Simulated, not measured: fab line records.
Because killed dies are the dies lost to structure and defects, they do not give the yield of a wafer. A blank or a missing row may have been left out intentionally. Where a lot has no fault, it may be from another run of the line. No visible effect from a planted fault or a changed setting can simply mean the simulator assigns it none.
Which of the tools did it? :: flow n5 finfet :: Sampling: 8 lots, 24 wafers, 6 of 1938 route steps

WHAT THE GAUGES READ, wafer by wafer
N5_STI_FIN_REVEAL_CD_MEAS_22: target cd 6.238 nm, pitch 28 nm.
lot: L246
measured: day 2 18:34
on: cd sem-01
cd nm (nm): 6.29 6.41 6.17

lot: L252
measured: day 4 06:58
on: cd sem-01
cd nm (nm): 6.51 6.42 6.36

lot: L260
measured: day 6 09:27
on: cd sem-01
cd nm (nm): 6.37 6.03 6.07

lot: L261
measured: day 6 12:19
on: cd sem-01
cd nm (nm): 8.31 8.47 8.10

lot: L262
measured: day 6 18:41
on: cd sem-03
cd nm (nm): 8.16 8.42 8.08

lot: L263
measured: day 7 00:40
on: cd sem-02
cd nm (nm): 6.73 6.30 6.57

lot: L264
measured: day 7 07:50
on: cd sem-01
cd nm (nm): 6.16 6.07 5.95

lot: L267
measured: day 8 01:12
on: cd sem-02
cd nm (nm): 6.44 6.27 6.52

N5_BEOL_M4_RC_MEAS_101.
lot: L246
measured: day 9 10:19
on: prober-01
DIBL_N (mV/V): 36.4 34.4 35.7
DIBL_P (mV/V): 38.4 36.0 37.3
IOFF_N (nA/um): 0.172 0.147 0.159
IOFF_N_85C (nA/um): 3.3 2.8 3.1
IOFF_N_LIN (nA/um): 0.079 0.069 0.074
IOFF_N_LONG (nA/um): 5.27e-05 5.32e-05 5.3e-05
IOFF_P (nA/um): 0.220 0.183 0.201
IOFF_P_85C (nA/um): 3.7 3.2 3.5
IOFF_P_LIN (nA/um): 0.101 0.089 0.094
IOFF_P_LONG (nA/um): 0.000107 0.000105 0.000104
ION_N (uA/um): 680 676 680
ION_P (uA/um): 464 466 463
REXT_N (ohm.um): 75.4 76.3 75.1
REXT_P (ohm.um): 104.4 107.4 106.6
SS_N (mV/dec): 71.4 71.8 71.4
SS_P (mV/dec): 73.1 73.3 73.2
VT_N (mV): 248 251 252
VT_N_LONG (mV): 277.0 275.1 274.9
VT_N_LVT (mV): 97 98 97
VT_P (mV): -247.6 -254.1 -251.3
VT_P_LONG (mV): -277.4 -278.5 -275.0
VT_P_LVT (mV): -97.2 -99.8 -98.4

lot: L252
measured: day 10 18:31
on: prober-02
DIBL_N (mV/V): 37.4 37.6 37.8
DIBL_P (mV/V): 37.3 37.7 37.5
IOFF_N (nA/um): 0.160 0.155 0.163
IOFF_N_85C (nA/um): 3.2 3.1 3.2
IOFF_N_LIN (nA/um): 0.075 0.072 0.076
IOFF_N_LONG (nA/um): 5.17e-05 5.06e-05 5.12e-05
IOFF_P (nA/um): 0.195 0.200 0.206
IOFF_P_85C (nA/um): 3.4 3.5 3.6
IOFF_P_LIN (nA/um): 0.093 0.093 0.097
IOFF_P_LONG (nA/um): 9.7e-05 9.8e-05 9.9e-05
ION_N (uA/um): 667 667 670
ION_P (uA/um): 455 455 464
REXT_N (ohm.um): 77.3 77.1 78.6
REXT_P (ohm.um): 99.6 98.8 98.4
SS_N (mV/dec): 71.1 71.7 71.4
SS_P (mV/dec): 73.6 73.8 73.9
VT_N (mV): 248 253 249
VT_N_LONG (mV): 276.6 277.4 281.7
VT_N_LVT (mV): 100 102 100
VT_P (mV): -254.0 -252.8 -251.3
VT_P_LONG (mV): -278.4 -279.1 -279.1
VT_P_LVT (mV): -102.6 -103.4 -101.5

lot: L260
measured: day 12 16:17
on: prober-01
DIBL_N (mV/V): 36.2 37.6 37.3
DIBL_P (mV/V): 33.8 36.6 36.0
IOFF_N (nA/um): 0.155 0.175 0.173
IOFF_N_85C (nA/um): 3.0 3.4 3.4
IOFF_N_LIN (nA/um): 0.069 0.079 0.079
IOFF_N_LONG (nA/um): 5.44e-05 5.47e-05 5.37e-05
IOFF_P (nA/um): 0.191 0.228 0.223
IOFF_P_85C (nA/um): 3.4 3.8 3.8
IOFF_P_LIN (nA/um): 0.095 0.107 0.106
IOFF_P_LONG (nA/um): 0.000108 0.00011 0.000103
ION_N (uA/um): 677 684 687
ION_P (uA/um): 456 468 465
REXT_N (ohm.um): 77.5 76.6 76.9
REXT_P (ohm.um): 100.9 99.7 99.5
SS_N (mV/dec): 71.6 71.5 71.4
SS_P (mV/dec): 72.4 73.7 73.1
VT_N (mV): 248 249 248
VT_N_LONG (mV): 274.9 275.3 276.2
VT_N_LVT (mV): 100 99 98
VT_P (mV): -249.8 -247.9 -247.1
VT_P_LONG (mV): -275.1 -273.2 -273.6
VT_P_LVT (mV): -101.0 -99.0 -100.0

lot: L261
measured: day 13 01:37
on: prober-01
DIBL_N (mV/V): 48.7 48.8 49.8
DIBL_P (mV/V): 53.6 52.9 55.1
IOFF_N (nA/um): 0.803 0.814 0.889
IOFF_N_85C (nA/um): 12.0 12.1 12.9
IOFF_N_LIN (nA/um): 0.360 0.366 0.392
IOFF_N_LONG (nA/um): 8.48e-05 8.19e-05 8.36e-05
IOFF_P (nA/um): 0.712 0.747 0.801
IOFF_P_85C (nA/um): 10.2 10.5 11.2
IOFF_P_LIN (nA/um): 0.333 0.343 0.356
IOFF_P_LONG (nA/um): 0.000132 0.000132 0.000134
ION_N (uA/um): 771 769 781
ION_P (uA/um): 512 509 508
REXT_N (ohm.um): 65.5 65.3 65.9
REXT_P (ohm.um): 91.2 91.0 90.9
SS_N (mV/dec): 74.1 74.7 74.0
SS_P (mV/dec): 77.2 77.5 77.5
VT_N (mV): 224 223 223
VT_N_LONG (mV): 261.1 260.8 260.3
VT_N_LVT (mV): 72 72 71
VT_P (mV): -235.1 -233.6 -232.2
VT_P_LONG (mV): -264.8 -265.5 -267.2
VT_P_LVT (mV): -83.9 -82.7 -83.0

lot: L262
measured: day 13 13:28
on: prober-01
DIBL_N (mV/V): 48.8 47.4 49.6
DIBL_P (mV/V): 52.1 50.3 52.9
IOFF_N (nA/um): 0.785 0.719 0.875
IOFF_N_85C (nA/um): 12.1 11.1 13.1
IOFF_N_LIN (nA/um): 0.373 0.349 0.412
IOFF_N_LONG (nA/um): 9.1e-05 9.15e-05 9.19e-05
IOFF_P (nA/um): 0.703 0.631 0.743
IOFF_P_85C (nA/um): 9.9 9.1 10.4
IOFF_P_LIN (nA/um): 0.315 0.295 0.327
IOFF_P_LONG (nA/um): 0.000132 0.000132 0.000136
ION_N (uA/um): 771 777 780
ION_P (uA/um): 505 508 516
REXT_N (ohm.um): 67.7 67.1 67.9
REXT_P (ohm.um): 87.8 88.3 87.1
SS_N (mV/dec): 74.0 73.8 74.3
SS_P (mV/dec): 78.2 76.9 77.6
VT_N (mV): 223 223 219
VT_N_LONG (mV): 255.9 256.9 258.6
VT_N_LVT (mV): 69 69 66
VT_P (mV): -235.7 -236.3 -235.2
VT_P_LONG (mV): -266.5 -266.0 -270.6
VT_P_LVT (mV): -82.5 -82.8 -81.1

lot: L263
measured: day 13 18:05
on: prober-02
DIBL_N (mV/V): 39.0 37.2 37.0
DIBL_P (mV/V): 37.6 35.8 35.3
IOFF_N (nA/um): 0.191 0.156 0.150
IOFF_N_85C (nA/um): 3.5 3.0 2.9
IOFF_N_LIN (nA/um): 0.085 0.073 0.070
IOFF_N_LONG (nA/um): 5.41e-05 5.27e-05 5.28e-05
IOFF_P (nA/um): 0.251 0.227 0.210
IOFF_P_85C (nA/um): 4.2 3.9 3.6
IOFF_P_LIN (nA/um): 0.112 0.108 0.100
IOFF_P_LONG (nA/um): 0.000116 0.000111 0.000116
ION_N (uA/um): 683 678 674
ION_P (uA/um): 470 469 462
REXT_N (ohm.um): 77.9 79.0 78.5
REXT_P (ohm.um): 98.5 98.8 99.1
SS_N (mV/dec): 72.0 71.0 71.3
SS_P (mV/dec): 73.5 73.2 73.4
VT_N (mV): 250 251 253
VT_N_LONG (mV): 275.0 275.2 277.9
VT_N_LVT (mV): 98 101 102
VT_P (mV): -247.7 -247.3 -249.9
VT_P_LONG (mV): -273.8 -272.0 -271.2
VT_P_LVT (mV): -96.8 -97.3 -99.0

lot: L264
measured: day 13 23:07
on: prober-02
DIBL_N (mV/V): 34.7 34.6 33.9
DIBL_P (mV/V): 36.0 35.4 34.7
IOFF_N (nA/um): 0.134 0.130 0.116
IOFF_N_85C (nA/um): 2.7 2.6 2.4
IOFF_N_LIN (nA/um): 0.064 0.062 0.058
IOFF_N_LONG (nA/um): 5.6e-05 5.45e-05 5.51e-05
IOFF_P (nA/um): 0.192 0.187 0.168
IOFF_P_85C (nA/um): 3.4 3.3 3.0
IOFF_P_LIN (nA/um): 0.096 0.093 0.086
IOFF_P_LONG (nA/um): 0.000112 0.000109 0.000111
ION_N (uA/um): 678 661 665
ION_P (uA/um): 465 459 456
REXT_N (ohm.um): 78.0 79.0 78.7
REXT_P (ohm.um): 98.2 98.7 98.6
SS_N (mV/dec): 71.1 71.7 71.0
SS_P (mV/dec): 72.3 72.1 72.4
VT_N (mV): 252 251 254
VT_N_LONG (mV): 271.7 273.9 273.8
VT_N_LVT (mV): 100 99 103
VT_P (mV): -251.0 -251.1 -252.2
VT_P_LONG (mV): -274.4 -274.5 -274.6
VT_P_LVT (mV): -98.6 -98.3 -100.9

lot: L267
measured: day 14 15:42
on: prober-02
DIBL_N (mV/V): 37.2 36.8 35.9
DIBL_P (mV/V): 38.6 37.0 35.9
IOFF_N (nA/um): 0.187 0.166 0.152
IOFF_N_85C (nA/um): 3.5 3.3 3.0
IOFF_N_LIN (nA/um): 0.087 0.077 0.072
IOFF_N_LONG (nA/um): 5.46e-05 5.59e-05 5.53e-05
IOFF_P (nA/um): 0.259 0.228 0.212
IOFF_P_85C (nA/um): 4.3 3.8 3.6
IOFF_P_LIN (nA/um): 0.115 0.106 0.099
IOFF_P_LONG (nA/um): 0.000104 0.000108 0.000103
ION_N (uA/um): 685 671 675
ION_P (uA/um): 477 465 467
REXT_N (ohm.um): 76.5 75.1 76.2
REXT_P (ohm.um): 99.5 99.0 100.4
SS_N (mV/dec): 72.3 72.1 71.6
SS_P (mV/dec): 73.5 74.1 73.8
VT_N (mV): 246 248 249
VT_N_LONG (mV): 275.0 274.1 276.1
VT_N_LVT (mV): 94 97 99
VT_P (mV): -249.3 -249.0 -250.1
VT_P_LONG (mV): -275.1 -274.3 -274.9
VT_P_LVT (mV): -94.9 -95.9 -97.7

EACH LOT AND THE TOOL THAT RAN IT (in order: tool; ch and the chambers of the sampled wafers; start)
lot: L246
N5_FIN_CUT_PRECLEAN_35: vapor etch-01 ch 0,1, day 2 09:17
N5_FIN_CUT_CUT_ETCH_28: rie si-02 ch 0,1, day 2 09:25
N5_STI_FIN_REVEAL_RECESS_09: vapor etch-01 ch 1, day 2 15:50
N5_STI_FIN_REVEAL_ETCH_34: rie si-05 ch 1,2,3, day 2 17:56

lot: L252
N5_FIN_CUT_PRECLEAN_35: vapor etch-02 ch 0,1, day 3 21:19
N5_FIN_CUT_CUT_ETCH_28: rie si-03 ch 2,3, day 3 21:26
N5_STI_FIN_REVEAL_RECESS_09: vapor etch-02 ch 1, day 4 03:46
N5_STI_FIN_REVEAL_ETCH_34: rie si-04 ch 0,3, day 4 06:24

lot: L260
N5_FIN_CUT_PRECLEAN_35: vapor etch-02 ch 0,1, day 6 00:04
N5_FIN_CUT_CUT_ETCH_28: rie si-02 ch 0,1,3, day 6 00:11
N5_STI_FIN_REVEAL_RECESS_09: vapor etch-02 ch 0,1, day 6 06:47
N5_STI_FIN_REVEAL_ETCH_34: rie si-04 ch 0,1,2, day 6 08:52

lot: L261
N5_FIN_CUT_PRECLEAN_35: vapor etch-01 ch 0,1, day 6 03:14
N5_FIN_CUT_CUT_ETCH_28: rie si-01 ch 1,3, day 6 03:22
N5_STI_FIN_REVEAL_RECESS_09: vapor etch-02 ch 0,1, day 6 09:39
N5_STI_FIN_REVEAL_ETCH_34: rie si-04 ch 0,1,2, day 6 11:44

lot: L262
N5_FIN_CUT_PRECLEAN_35: vapor etch-01 ch 0,1, day 6 09:26
N5_FIN_CUT_CUT_ETCH_28: rie si-02 ch 1,2,3, day 6 09:35
N5_STI_FIN_REVEAL_RECESS_09: vapor etch-02 ch 0,1, day 6 16:01
N5_STI_FIN_REVEAL_ETCH_34: rie si-04 ch 1,2,3, day 6 18:07

lot: L263
N5_FIN_CUT_PRECLEAN_35: vapor etch-01 ch 0,1, day 6 15:24
N5_FIN_CUT_CUT_ETCH_28: rie si-01 ch 0,1,3, day 6 15:32
N5_STI_FIN_REVEAL_RECESS_09: vapor etch-02 ch 0,1, day 6 21:56
N5_STI_FIN_REVEAL_ETCH_34: rie si-04 ch 0,3, day 7 00:01

lot: L264
N5_FIN_CUT_PRECLEAN_35: vapor etch-01 ch 0,1, day 6 22:23
N5_FIN_CUT_CUT_ETCH_28: rie si-01 ch 0,1, day 6 22:31
N5_STI_FIN_REVEAL_RECESS_09: vapor etch-02 ch 1, day 7 05:10
N5_STI_FIN_REVEAL_ETCH_34: rie si-05 ch 0,2,3, day 7 07:16

lot: L267
N5_FIN_CUT_PRECLEAN_35: vapor etch-02 ch 0,1, day 7 16:05
N5_FIN_CUT_CUT_ETCH_28: rie si-01 ch 1,2,3, day 7 16:13
N5_STI_FIN_REVEAL_RECESS_09: vapor etch-02 ch 0,1, day 7 22:25
N5_STI_FIN_REVEAL_ETCH_34: rie si-04 ch 0,1,3, day 8 00:34
- N5_FIN_CUT_PRECLEAN_35: cleans in vHF, time 13.3 s.
- N5_FIN_CUT_CUT_ETCH_28: etches Si in HBr/Cl2/O2, target depth 6 nm, time 2.4 s.
- N5_STI_FIN_REVEAL_RECESS_09: chemistry HF/NH3, target SiO2, afs cycles 11, target depth 42.5 nm, sublimation time 60 s.
- N5_STI_FIN_REVEAL_ETCH_34: etches Si in H2, material Si, target depth 0.97 nm.

AS READ BY THE TOOLS THEMSELVES (means over the sampled wafers that have a number; for cases with no such wafer, the mark the record gives instead)
N5_FIN_CUT_PRECLEAN_35.
lot: L246
tool: vapor etch-01
drypump motor current A (A): 5.4

lot: L252
tool: vapor etch-02
drypump motor current A (A): 5.5

lot: L260
tool: vapor etch-02
drypump motor current A (A): 5.5

lot: L261
tool: vapor etch-01
drypump motor current A (A): 5.2

lot: L262
tool: vapor etch-01
drypump motor current A (A): 5.2

lot: L263
tool: vapor etch-01
drypump motor current A (A): 5.2

lot: L264
tool: vapor etch-01
drypump motor current A (A): 5.3

lot: L267
tool: vapor etch-02
drypump motor current A (A): 5.5

N5_FIN_CUT_CUT_ETCH_28.
lot: L246
tool: rie si-02
HBr_flow_sccm (sccm): 150.2
O2_flow_sccm (sccm): 12.01
drypump motor current A (A): 5.7
oes product au (a.u.): 0.997
throttle valve pct (%): 37.06

lot: L252
tool: rie si-03
HBr_flow_sccm (sccm): 150.5
O2_flow_sccm (sccm): 11.97
drypump motor current A (A): 5.7
oes product au (a.u.): 0.989
throttle valve pct (%): 36.97

lot: L260
tool: rie si-02
HBr_flow_sccm (sccm): 149.7
O2_flow_sccm (sccm): 11.98
drypump motor current A (A): 6.0
oes product au (a.u.): 0.995
throttle valve pct (%): 37.27

lot: L261
tool: rie si-01
HBr_flow_sccm (sccm): 150.0
O2_flow_sccm (sccm): 12.00
drypump motor current A (A): 5.9
oes product au (a.u.): 0.996
throttle valve pct (%): 37.06

lot: L262
tool: rie si-02
HBr_flow_sccm (sccm): 150.1
O2_flow_sccm (sccm): 12.00
drypump motor current A (A): 6.2
oes product au (a.u.): 0.997
throttle valve pct (%): 37.24

lot: L263
tool: rie si-01
HBr_flow_sccm (sccm): 149.9
O2_flow_sccm (sccm): 12.00
drypump motor current A (A): 6.0
oes product au (a.u.): 0.997
throttle valve pct (%): 37.23

lot: L264
tool: rie si-01
HBr_flow_sccm (sccm): 149.9
O2_flow_sccm (sccm): 12.00
drypump motor current A (A): 5.9
oes product au (a.u.): 0.986
throttle valve pct (%): 37.23

lot: L267
tool: rie si-01
HBr_flow_sccm (sccm): 149.7
O2_flow_sccm (sccm): 11.96
drypump motor current A (A): 6.1
oes product au (a.u.): 1.006
throttle valve pct (%): 37.10

N5_STI_FIN_REVEAL_RECESS_09.
lot: L246
tool: vapor etch-01
drypump motor current A (A): 5.5
sublimation temp c (C): 180.01

lot: L252
tool: vapor etch-02
drypump motor current A (A): 6.3
sublimation temp c (C): 180.18

lot: L260
tool: vapor etch-02
drypump motor current A (A): 5.9
sublimation temp c (C): 179.81

lot: L261
tool: vapor etch-02
drypump motor current A (A): 6.0
sublimation temp c (C): 180.02

lot: L262
tool: vapor etch-02
drypump motor current A (A): 5.9
sublimation temp c (C): 179.92

lot: L263
tool: vapor etch-02
drypump motor current A (A): 5.5
sublimation temp c (C): 179.99

lot: L264
tool: vapor etch-02
drypump motor current A (A): 6.3
sublimation temp c (C): 180.05

lot: L267
tool: vapor etch-02
drypump motor current A (A): 5.9
sublimation temp c (C): 180.20

N5_STI_FIN_REVEAL_ETCH_34.
lot: L246
tool: rie si-05
chamber pressure mTorr (mTorr): 4.503
drypump motor current A (A): 6.3
he flow sccm (sccm): 142.8
oes product au (a.u.): 0.991
throttle valve pct (%): 26.2

lot: L252
tool: rie si-04
chamber pressure mTorr (mTorr): 4.497
drypump motor current A (A): 5.6
he flow sccm (sccm): 142.8
oes product au (a.u.): 1.005
throttle valve pct (%): 25.8

lot: L260
tool: rie si-04
chamber pressure mTorr (mTorr): 4.502
drypump motor current A (A): 6.0
he flow sccm (sccm): 142.3
oes product au (a.u.): 1.007
throttle valve pct (%): 25.6

lot: L261
tool: rie si-04
chamber pressure mTorr (mTorr): -
drypump motor current A (A): -
he flow sccm (sccm): -
oes product au (a.u.): -
throttle valve pct (%): -

lot: L262
tool: rie si-04
chamber pressure mTorr (mTorr): -
drypump motor current A (A): -
he flow sccm (sccm): -
oes product au (a.u.): -
throttle valve pct (%): -

lot: L263
tool: rie si-04
chamber pressure mTorr (mTorr): 4.501
drypump motor current A (A): 5.5
he flow sccm (sccm): 142.6
oes product au (a.u.): 1.007
throttle valve pct (%): 25.8

lot: L264
tool: rie si-05
chamber pressure mTorr (mTorr): 4.500
drypump motor current A (A): 6.0
he flow sccm (sccm): 142.6
oes product au (a.u.): 0.989
throttle valve pct (%): 25.8

lot: L267
tool: rie si-04
chamber pressure mTorr (mTorr): 4.502
drypump motor current A (A): 5.7
he flow sccm (sccm): 142.2
oes product au (a.u.): 1.014
throttle valve pct (%): 25.6

THE ANSWER, worked out from the rows above alone
Rule: the lots themselves supply what counts as usual. The widest of any qualifying gaps counts: lots, ordered by their means at a reading, are off when they make up no more than a third of the lots, leave a main group of 4 or more, and stand apart from it by 3 or more times the standard deviation of that group's means. If all means in a main group match to the digits the tables above print for the reading, that group is not used. Also off: a lot with no number at a reading for which 4 or more lots have one. Where the step has rows for the other lots, those lots are counted as sound. Order of review: gauges by route order, followed by the tools' own readings, for which a lot's mean as printed above is used. At the first step where some lot is off, the reading lying furthest off is the one used; lots without a number count as furthest.
Off: L261, L262, at N5_STI_FIN_REVEAL_CD_MEAS_22 (cd nm). Mean 6.31 nm and standard deviation 0.16 in the main group.
If a tool, at a process step before that reading, ran all the lots that are off and no sound lot after the first of them, it fits. Not tried: the gauges at N5_STI_FIN_REVEAL_CD_MEAS_22; whatever is off there is also off at N5_BEOL_M4_RC_MEAS_101, on other tools, and gauge error can't account for it. Of those tried, none fits.

WHAT HAD BEEN PUT IN BY THE SIMULATOR
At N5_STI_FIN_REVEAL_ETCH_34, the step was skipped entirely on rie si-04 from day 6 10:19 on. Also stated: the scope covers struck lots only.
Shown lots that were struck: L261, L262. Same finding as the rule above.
